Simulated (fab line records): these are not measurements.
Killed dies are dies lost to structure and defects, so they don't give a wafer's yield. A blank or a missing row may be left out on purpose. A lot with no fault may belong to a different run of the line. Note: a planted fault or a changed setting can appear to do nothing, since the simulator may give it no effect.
A single fault, viewed from 2 desks ; flow n5-finfet ; what lay behind the numbers comes last; until then each desk has only its own

== DESK OF THE TOOL OWNER: pvd-sputter-02 ==
The tool's own readings at N5_BEOL_M6_SPUTTER_48 (material Cu, target thk 10 nm, time 1.667 s): means of the sampled wafers that have a number, for each lot that ran on this tool. The brackets show how far a lot's mean lies from the usual mean; more than 4 standard deviations puts the lot out of limits, marked OUT.
Columns: A = cathode-dc-power-W at N5_BEOL_M6_SPUTTER_48, usual 26001 W; B = substrate-temp-c at N5_BEOL_M6_SPUTTER_48, usual -19.99 C; C = throttle-valve-pct at N5_BEOL_M6_SPUTTER_48, usual 29.9 %
lot;first seen here;A;B;C
L368;day 10 12:13;26001;-20.01;29.6
L369;day 10 17:41;25998;-20.02;29.8
L375;day 12 12:44;26000;-20.16;29.2
L376;day 12 13:02;18042 (-99 or more) OUT;-20.03;29.7
L377;day 12 13:34;18040 (-99 or more) OUT;-19.96;29.6
L378;day 13 09:14;18035 (-99 or more) OUT;-19.95;29.2
This desk's verdict: out of limits on L376, L377, L378, starting with L376 at day 12 13:02 (cathode-dc-power-W at N5_BEOL_M6_SPUTTER_48). In limits: L368, L369, L375.

== METROLOGY DESK ==
What the gauges read for every lot (on any tool): the sampled wafers with a number, averaged. The brackets show how far a lot's mean lies from the usual mean; more than 4 standard deviations puts the lot out of limits, marked OUT.
Columns: A = cd-nm at N5_BEOL_M6_CD_MEAS_35, usual 40.0 nm
lot;first seen here;A
L365;day 9 08:46;40.2
L368;day 10 10:22;40.6
L369;day 10 16:27;39.9
L370;day 11 06:10;40.1
L373;day 12 01:55;40.1
L375;day 12 10:46;40.4
L376;day 12 10:57;40.0
L377;day 12 12:33;39.3
L378;day 13 07:19;40.5
L382;day 14 01:31;40.2
L385;day 14 16:54;39.1
This desk's verdict: no lot among the 11 shows anything out of limits.

== TAKEN TOGETHER ==
The tool owner's desk had the chance to raise an alarm at day 12 13:02 on L376, L377, L378.
At the metrology desk, nothing out of limits was observed.
The metrology desk holds a record of L376, L377, L378, inside its limits.
All the named lots went through N5_BEOL_M6_SPUTTER_48 on pvd-sputter-02.

== WHAT THE SIMULATOR HAD PUT IN ==
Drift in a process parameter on pvd-sputter-02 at N5_BEOL_M6_SPUTTER_48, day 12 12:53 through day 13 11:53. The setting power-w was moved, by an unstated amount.
Struck lots among those shown: L376, L377, L378.
How many hours passed from the start of the fault until each desk's first out-of-limits reading: the tool owner's desk, 0.
